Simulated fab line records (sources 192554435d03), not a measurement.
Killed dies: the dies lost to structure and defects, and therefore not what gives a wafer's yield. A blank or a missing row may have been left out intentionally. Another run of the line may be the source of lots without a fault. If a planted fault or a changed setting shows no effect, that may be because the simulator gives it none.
Lot-split experiment :: flow n5 finfet :: 7 lots, 21 wafers read, on a route of 1938 steps

## THE SPLIT ITSELF
At N5_FIN_SAQP_EXPOSE_13 (exposes mask FIN CORE, target cd 35.6 nm), the setting dose mj was moved away from the recipe's 63.25 on 4 of the 21 wafers read, by -7.0% to +6.4%. The other wafers ran this setting at the recipe's value.

## FROM THE SPLIT TO THE READING: what the file shows between them, 2 steps
- N5_FIN_SAQP_PEB_14: peb time 60 s
- N5_FIN_SAQP_DEVELOP_15: develop time 30 s

## THE READING
Shown in nm: cd nm at N5_FIN_SAQP_CD_MEAS_16, with target cd 35.6 nm. Typical for fault-free wafers on this fab line: 35.5 nm, with standard deviation 0.32 nm.

wafer: L076.1
tool, chamber at the split: arfi scanner-03, 0
dose mj as run: 63.25
against the recipe: recipe
cd nm, nm: 35.7
against lot-mates on the recipe: -

wafer: L076.5
tool, chamber at the split: arfi scanner-03, 0
dose mj as run: 59.27
against the recipe: -6.3%
cd nm, nm: 37.5
against lot-mates on the recipe: +1.6

wafer: L076.6
tool, chamber at the split: arfi scanner-03, 0
dose mj as run: 63.25
against the recipe: recipe
cd nm, nm: 36.0
against lot-mates on the recipe: -

wafer: L077.2
tool, chamber at the split: arfi scanner-02, 0
dose mj as run: 67.27
against the recipe: +6.4%
cd nm, nm: 33.8
against lot-mates on the recipe: -1.7

wafer: L077.4
tool, chamber at the split: arfi scanner-02, 0
dose mj as run: 63.25
against the recipe: recipe
cd nm, nm: 35.3
against lot-mates on the recipe: -

wafer: L077.6
tool, chamber at the split: arfi scanner-02, 0
dose mj as run: 63.25
against the recipe: recipe
cd nm, nm: 35.6
against lot-mates on the recipe: -

wafer: L079.2
tool, chamber at the split: arfi scanner-01, 0
dose mj as run: 63.25
against the recipe: recipe
cd nm, nm: 35.2
against lot-mates on the recipe: -

wafer: L079.3
tool, chamber at the split: arfi scanner-01, 0
dose mj as run: 63.25
against the recipe: recipe
cd nm, nm: 35.4
against lot-mates on the recipe: -

wafer: L079.4
tool, chamber at the split: arfi scanner-01, 0
dose mj as run: 63.25
against the recipe: recipe
cd nm, nm: 35.7
against lot-mates on the recipe: -

wafer: L085.2
tool, chamber at the split: arfi scanner-03, 0
dose mj as run: 63.25
against the recipe: recipe
cd nm, nm: 35.4
against lot-mates on the recipe: -

wafer: L085.3
tool, chamber at the split: arfi scanner-03, 0
dose mj as run: 61.41
against the recipe: -2.9%
cd nm, nm: 36.2
against lot-mates on the recipe: +0.6

wafer: L085.4
tool, chamber at the split: arfi scanner-03, 0
dose mj as run: 63.25
against the recipe: recipe
cd nm, nm: 35.8
against lot-mates on the recipe: -

wafer: L086.2
tool, chamber at the split: arfi scanner-03, 0
dose mj as run: 63.25
against the recipe: recipe
cd nm, nm: 35.5
against lot-mates on the recipe: -

wafer: L086.4
tool, chamber at the split: arfi scanner-03, 0
dose mj as run: 63.25
against the recipe: recipe
cd nm, nm: 35.2
against lot-mates on the recipe: -

wafer: L086.6
tool, chamber at the split: arfi scanner-03, 0
dose mj as run: 63.25
against the recipe: recipe
cd nm, nm: 35.1
against lot-mates on the recipe: -

wafer: L088.2
tool, chamber at the split: arfi scanner-01, 0
dose mj as run: 63.25
against the recipe: recipe
cd nm, nm: 35.9
against lot-mates on the recipe: -

wafer: L088.5
tool, chamber at the split: arfi scanner-01, 0
dose mj as run: 63.25
against the recipe: recipe
cd nm, nm: 35.9
against lot-mates on the recipe: -

wafer: L088.6
tool, chamber at the split: arfi scanner-01, 0
dose mj as run: 63.25
against the recipe: recipe
cd nm, nm: 35.6
against lot-mates on the recipe: -

wafer: L096.1
tool, chamber at the split: arfi scanner-01, 0
dose mj as run: 58.85
against the recipe: -7.0%
cd nm, nm: 37.1
against lot-mates on the recipe: +1.5

wafer: L096.2
tool, chamber at the split: arfi scanner-01, 0
dose mj as run: 63.25
against the recipe: recipe
cd nm, nm: 35.4
against lot-mates on the recipe: -

wafer: L096.4
tool, chamber at the split: arfi scanner-01, 0
dose mj as run: 63.25
against the recipe: recipe
cd nm, nm: 35.8
against lot-mates on the recipe: -

FIT RESULTS
A straight line over all 21 wafers: cd nm changes by -0.264 nm for each +1% of dose mj; r = -0.93; the points scatter about the line by 0.27 nm.
The same after taking each lot's own level away (the mean of its wafers on the recipe; 21 wafers): -0.242 nm for each +1%; r = -0.96; scatter 0.18 nm.
The reading moves by 1.7 nm for the largest change in dose mj, on that fit.
The span of the lots' own levels, 35.27 to 35.85 nm, comes to 1.8 times the standard deviation stated above.
The two slopes agree, so the slope changes little with the lot-to-lot level.
Check: +1.77 nm against its lot-mates is what the line predicts for one of the wafers moved furthest among these (-7.0%) when that wafer is left out of the fit. Against them it came out at +1.5 nm.

## THE OTHER SPLITS THESE WAFERS WENT THROUGH
Before the reading, these wafers also passed through other splits. Each is held against what the fit with the lots' levels taken away leaves over:
other split on the same wafers: N5_ZERO_LAYER_EXPOSE_08 dose mj
wafers away from the commonest value: 4
r with cd nm (lot level and that fit taken away): -0.29

other split on the same wafers: N5_ZERO_LAYER_DESCUM_16 time s
wafers away from the commonest value: 3
r with cd nm (lot level and that fit taken away): +0.03

## THE FILE'S OWN FIT
cd nm changes by -0.24 nm for each +1% of dose mj, r = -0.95.
